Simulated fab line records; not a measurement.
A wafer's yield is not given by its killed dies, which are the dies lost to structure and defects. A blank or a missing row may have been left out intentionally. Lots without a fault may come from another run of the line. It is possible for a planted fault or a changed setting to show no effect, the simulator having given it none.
What tool caused it? || flow nand-harc || 18 wafers from 6 lots sampled at 3 of the route's 1159 steps

## WHAT THE GAUGES SHOWED, per wafer
NHARC_P_ZERO_WELL_CD_MEAS_37: the cd target is 720 nm.
{"lot": "L197", "measured": "day 2 04:10", "on": "cd-sem-02", "cd-nm (nm)": "720.8 721.1 719.7"}
{"lot": "L199", "measured": "day 2 16:00", "on": "cd-sem-01", "cd-nm (nm)": "719.4 718.8 717.6"}
{"lot": "L203", "measured": "day 3 16:14", "on": "cd-sem-03", "cd-nm (nm)": "717.4 718.4 719.5"}
{"lot": "L207", "measured": "day 4 16:14", "on": "cd-sem-02", "cd-nm (nm)": "721.6 720.5 718.3"}
{"lot": "L216", "measured": "day 6 21:53", "on": "cd-sem-03", "cd-nm (nm)": "720.6 717.9 720.9"}
{"lot": "L218", "measured": "day 7 10:08", "on": "cd-sem-03", "cd-nm (nm)": "722.7 720.4 720.8"}

## TOOL THAT RAN EACH LOT (tool first, then ch and the chambers of the sampled wafers, then the start)
{"lot": "L197", "NHARC_P_ZERO_WELL_ETCH_65": "rie-diel-09 ch 0,3, day 2 01:30", "NHARC_P_ZERO_WELL_EXPOSE_34": "krf-scanner-03 ch 0, day 2 04:01"}
{"lot": "L199", "NHARC_P_ZERO_WELL_ETCH_65": "rie-diel-04 ch 0,3, day 2 13:29", "NHARC_P_ZERO_WELL_EXPOSE_34": "krf-scanner-01 ch 0, day 2 15:50"}
{"lot": "L203", "NHARC_P_ZERO_WELL_ETCH_65": "rie-diel-12 ch 0,2,3, day 3 13:30", "NHARC_P_ZERO_WELL_EXPOSE_34": "krf-scanner-03 ch 0, day 3 16:05"}
{"lot": "L207", "NHARC_P_ZERO_WELL_ETCH_65": "rie-diel-04 ch 0,2,3, day 4 13:29", "NHARC_P_ZERO_WELL_EXPOSE_34": "krf-scanner-02 ch 0, day 4 16:04"}
{"lot": "L216", "NHARC_P_ZERO_WELL_ETCH_65": "rie-diel-04 ch 0,1,2, day 6 19:21", "NHARC_P_ZERO_WELL_EXPOSE_34": "krf-scanner-01 ch 0, day 6 21:43"}
{"lot": "L218", "NHARC_P_ZERO_WELL_ETCH_65": "rie-diel-04 ch 0,3, day 7 07:22", "NHARC_P_ZERO_WELL_EXPOSE_34": "krf-scanner-01 ch 0, day 7 09:58"}
- NHARC_P_ZERO_WELL_ETCH_65: etches the open film in N2/H2, target depth 80 nm, overetch 24 nm, time 87.88 s.
- NHARC_P_ZERO_WELL_EXPOSE_34: exposes mask P PWELL, target cd 720 nm.

## THE ANSWER, worked out from the rows above alone
Rule: the usual values come from the lots themselves. The widest of any qualifying gaps counts: lots, ordered by their means at a reading, are off when they make up no more than a third of the lots, leave a main group of 4 or more, and stand apart from it by 3 or more times the standard deviation of that group's means. The tables above print the reading to a certain number of digits; a main group whose means all agree to those digits is not used. Also off: a lot with no number at a reading for which 4 or more lots have one. Any other lot the step has rows for is counted as sound.
Nothing can be told from this: no lot is off at any reading shown.

## WHAT THE SIMULATOR HAD INSERTED
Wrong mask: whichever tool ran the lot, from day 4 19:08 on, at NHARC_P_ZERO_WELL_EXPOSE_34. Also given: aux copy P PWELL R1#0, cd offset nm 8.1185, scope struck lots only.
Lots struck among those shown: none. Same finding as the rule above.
